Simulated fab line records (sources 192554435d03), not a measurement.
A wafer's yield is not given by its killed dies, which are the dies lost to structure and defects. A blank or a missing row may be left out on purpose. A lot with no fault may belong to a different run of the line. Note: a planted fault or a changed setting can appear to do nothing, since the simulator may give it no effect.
Problem report in the 8D (eight disciplines) form, filled by code -- flow n5 finfet -- the parts of the form that need people (team, actions taken, sign-off) are left out

## 1. PROBLEM STATEMENT
barrier field endpoint s at N5_BEOL_M10_CMP_52 reads a mean of 21.8 s on 1 wafer of 1 lot; wafers without a fault read 28.8 s with a standard deviation of 0.86. That is -8.1 standard deviations from the usual mean.
The step: polishes, stops on SiCOH lowk, t overpolish 7 s, target thk 140 nm.
First seen on wafer L966.2, day 11 00:40, on cmp-04. The record has a number at this step for 32 wafers belonging to 12 lots. Rule for "out", or "out of limits": more than 4 standard deviations from the usual mean. All remaining wafers that have a number are taken as sound.

## 2. WHAT IT IS AND WHAT IT IS NOT
question,is,is not
which readings at this step,barrier field endpoint s,"motor current A, slurry flow ml min"
which lots,L966,"L962, L963, L964, L965, L973, L975, L977, L979, L981, L982, L983"
which wafers of those lots,L966.2,"L966.1, L966.3"
read on which tools,cmp-04,"cmp-01, cmp-02"
when,from day 11 00:40,"up to then (10 sound wafers); but 21 sound wafers of L965, L973, L975, L977, L979, L981, L982, L983 came after"

## 3. SUSPECTS, AND WHAT RULES EACH OUT
Counting: any tool at a process step up to the reading remains a suspect provided it ran every lot that is out. Sound lots after the first of them don't rule it out here, since some wafers of a struck lot are sound.
- pecvd-04 at N5_BEOL_M10_PECVD_70 (deposits SiO2 from TEOS/O2, target thk 20 nm, time 22.7 s): kept. L966, the lot that is out, went through it at day 10 19:25; up to then, the latest sound lot through it was L964 at day 10 12:34.
- cmp-04 at N5_BEOL_M10_CMP_52 (polishes, stops on SiCOH lowk, t overpolish 7 s, target thk 140 nm): kept. L966, the lot that is out, went through it at day 11 00:40; up to then, the latest sound lot through it was L962 at day 10 05:08. Its own readings are out on those wafers: barrier field endpoint s.
- In pecvd-04 at N5_BEOL_M10_PECVD_70, the wafers that are out were processed in chamber 1 and their sound lot-mates in chambers 0, 2.
- In cmp-04 at N5_BEOL_M10_CMP_52, the wafers that are out were processed in chamber 2 and their sound lot-mates in chambers 1, 3.
The count leaves cmp-04 at N5_BEOL_M10_CMP_52 and pecvd-04 at N5_BEOL_M10_PECVD_70.

## 4. THE CAUSE (what the simulator had put in)
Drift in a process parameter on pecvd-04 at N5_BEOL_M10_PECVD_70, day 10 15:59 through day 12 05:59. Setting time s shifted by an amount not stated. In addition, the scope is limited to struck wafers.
After counting, 2 suspects remain, this tool included.

## 5. THE CHAIN OF EFFECTS, in route order
Rows list readings where the struck wafers' mean (over those with a number) sits beyond 3 standard deviations from the usual. Only readings whose record carries a usual standard deviation are examined. hours: median over the lots of the time between each lot's start at the first step of this table that gives one and its start at this step. sigmas: the change, counted in usual standard deviations.
hours,step,reading,usual,on struck wafers,change,sigmas
0,N5_BEOL_M10_CMP_52,barrier field endpoint s,28.8 s,21.8,-7.0,-8.1
Process steps it contains:
- N5_BEOL_M10_CMP_52: polishes, stops on SiCOH lowk, t overpolish 7 s, target thk 140 nm.
Readings that are blank on the struck wafers while sound wafers have them: susceptor temp C at N5_BEOL_M10_PECVD_70.
Later measuring or inspecting steps at which every struck wafer that the step has a row for has a number for every such reading, and none has moved that far: N5_BEOL_M10_RS_MEAS_57, N5_BEOL_M10_INSPECT_58, N5_BEOL_M11_THK_MEAS_01.

## 6. WHAT WOULD HAVE CAUGHT IT SOONER
In this record the first reading out of limits was taken at day 11 00:40, 9 hours after the fault began at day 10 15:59.
By day 11 00:40 the whole set of lots that are out, 1 in number, had already begun N5_BEOL_M10_PECVD_70 on pecvd-04. Had the tool been put on hold then, not one of them would have been saved.
